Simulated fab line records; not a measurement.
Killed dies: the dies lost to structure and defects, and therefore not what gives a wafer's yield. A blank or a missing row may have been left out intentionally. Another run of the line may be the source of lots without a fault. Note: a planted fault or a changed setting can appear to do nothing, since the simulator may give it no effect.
Chamber matching ; flow n5_finfet ; cvd_co-01 running N5_BEOL_M1_PRE_CLEAN_60: 3 sister chambers
The step time 15 s. 3 wafers are shown with their chamber, then 8 later ones without.

## WAFERS WITH THEIR CHAMBER
wafer;chamber;heater_power_w (W)
L083.5;1;70
L088.5;0;87
L090.1;2;50

## WAFERS WHOSE CHAMBER IS MISSING
wafer;heater_power_w (W)
L090.2;70
L090.4;50
L094.1;90
L094.2;49
L094.4;49
L096.1;88
L096.3;71
L096.5;90

## WHICH CHAMBER EACH ONE RAN IN
wafer;from the rows above;in truth
L090.2;1;1
L090.4;2;2
L094.1;0;0
L094.2;2;2
L094.4;2;2
L096.1;0;0
L096.3;1;1
L096.5;0;0
Placed correctly: 8 of 8. Not placeable from these rows: 0. Wrongly placed: 0.
How it was worked out, from the rows above alone: a wafer's distance from a chamber is the root of the sum, over the readings, of the square of ((its reading less the chamber's mean) divided by the reading's scatter). If the next closest chamber is less than 2 further off than the closest, the wafer can't be placed; otherwise it belongs to the closest. A chamber's mean is the mean of its shown wafers. The scatter (one wafer shown for each chamber): square how far every hidden wafer sits from the nearest shown wafer, average those squares and take the square root.
